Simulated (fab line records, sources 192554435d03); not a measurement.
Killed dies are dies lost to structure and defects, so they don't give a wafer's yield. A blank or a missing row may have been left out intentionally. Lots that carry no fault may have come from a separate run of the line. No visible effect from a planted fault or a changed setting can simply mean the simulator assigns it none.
What tool caused it? / flow n5_finfet / 12 lots with 36 wafers sampled at 3 steps, on a route of 1938 steps

WHAT EACH GAUGE READ, for each wafer
N5_BEOL_M4_CD_MEAS_35: target cd 18 nm, target cd y 22.4 nm.
lot=L075; measured=day 8 04:22; on=cd_sem-02; cd_nm (nm)=17.6 17.9 17.7
lot=L077; measured=day 8 10:16; on=cd_sem-03; cd_nm (nm)=17.8 17.9 17.7
lot=L079; measured=day 8 22:53; on=cd_sem-03; cd_nm (nm)=18.2 18.2 18.8
lot=L082; measured=day 9 08:59; on=cd_sem-01; cd_nm (nm)=17.9 18.0 18.3
lot=L083; measured=day 9 16:20; on=cd_sem-01; cd_nm (nm)=18.4 17.7 17.8
lot=L085; measured=day 10 07:43; on=cd_sem-03; cd_nm (nm)=17.8 17.9 17.9
lot=L086; measured=day 11 02:34; on=cd_sem-03; cd_nm (nm)=18.1 17.5 17.9
lot=L088; measured=day 11 09:04; on=cd_sem-02; cd_nm (nm)=17.4 17.9 17.6
lot=L091; measured=day 11 22:41; on=cd_sem-03; cd_nm (nm)=18.0 18.3 17.8
lot=L094; measured=day 12 10:52; on=cd_sem-02; cd_nm (nm)=17.7 17.5 18.5
lot=L095; measured=day 12 16:30; on=cd_sem-02; cd_nm (nm)=18.1 18.2 17.6
lot=L097; measured=day 13 18:31; on=cd_sem-03; cd_nm (nm)=18.0 18.2 18.4

WHAT TOOL EACH LOT RAN ON (gives the tool, then ch and the chambers of the sampled wafers, and finally the start)
lot=L075; N5_BEOL_M4_VIA_ETCH_34=rie_diel-01 ch 0,1,3, day 8 03:56; N5_BEOL_M4_TRENCH_ETCH_37=rie_diel-01 ch 0,1,3, day 8 04:22 or earlier
lot=L077; N5_BEOL_M4_VIA_ETCH_34=rie_diel-04 ch 1,3, day 8 09:52; N5_BEOL_M4_TRENCH_ETCH_37=rie_diel-04 ch 1,3, day 8 10:16 or earlier
lot=L079; N5_BEOL_M4_VIA_ETCH_34=rie_diel-05 ch 2,3, day 8 22:28; N5_BEOL_M4_TRENCH_ETCH_37=rie_diel-05 ch 2,3, day 8 22:53 or earlier
lot=L082; N5_BEOL_M4_VIA_ETCH_34=rie_diel-04 ch 0,2,3, day 9 08:35; N5_BEOL_M4_TRENCH_ETCH_37=rie_diel-04 ch 0,2,3, day 9 08:59 or earlier
lot=L083; N5_BEOL_M4_VIA_ETCH_34=rie_diel-04 ch 0,3, day 9 15:55; N5_BEOL_M4_TRENCH_ETCH_37=rie_diel-04 ch 0,3, day 9 16:20 or earlier
lot=L085; N5_BEOL_M4_VIA_ETCH_34=rie_diel-01 ch 0,1,2, day 10 07:19; N5_BEOL_M4_TRENCH_ETCH_37=rie_diel-01 ch 0,1,2, day 10 07:43 or earlier
lot=L086; N5_BEOL_M4_VIA_ETCH_34=rie_diel-01 ch 0,1,3, day 11 02:11; N5_BEOL_M4_TRENCH_ETCH_37=rie_diel-01 ch 0,1,3, day 11 02:34 or earlier
lot=L088; N5_BEOL_M4_VIA_ETCH_34=rie_diel-04 ch 1,3, day 11 08:39; N5_BEOL_M4_TRENCH_ETCH_37=rie_diel-04 ch 1,3, day 11 09:04 or earlier
lot=L091; N5_BEOL_M4_VIA_ETCH_34=rie_diel-05 ch 0,1,3, day 11 22:17; N5_BEOL_M4_TRENCH_ETCH_37=rie_diel-05 ch 0,1,3, day 11 22:41 or earlier
lot=L094; N5_BEOL_M4_VIA_ETCH_34=rie_diel-05 ch 2,3, day 12 10:27; N5_BEOL_M4_TRENCH_ETCH_37=rie_diel-05 ch 2,3, day 12 10:52 or earlier
lot=L095; N5_BEOL_M4_VIA_ETCH_34=rie_diel-04 ch 0,2, day 12 16:05; N5_BEOL_M4_TRENCH_ETCH_37=rie_diel-04 ch 0,2, day 12 16:30 or earlier
lot=L097; N5_BEOL_M4_VIA_ETCH_34=rie_diel-04 ch 2,3, day 13 18:06; N5_BEOL_M4_TRENCH_ETCH_37=rie_diel-04 ch 2,3, day 13 18:31 or earlier
- N5_BEOL_M4_VIA_ETCH_34: etches the open film in C4F6/O2, target depth 69.4 nm, time 65.9 s.
- N5_BEOL_M4_TRENCH_ETCH_37: etches SiOC in C4F6/O2, target depth 55.555 nm, time 29.2 s.

THE ANSWER, worked out from the rows above alone
Rule: what is usual is taken from the lots themselves. Put in order of their means at a reading, lots are off if they are a third of the lots or fewer, leave a main group of 4 or more, and stand apart from it by a gap of 3 or more times the standard deviation of the main group's means; of several such gaps the widest counts. Not used: any main group whose means are identical at the precision the tables above print for the reading. Also off: a lot with no number at a reading for which 4 or more lots have one. Where the step has rows for the other lots, those lots are counted as sound.
No lot is off on any of the readings shown, so nothing can be concluded from this.

WHAT WAS PUT IN BY THE SIMULATOR
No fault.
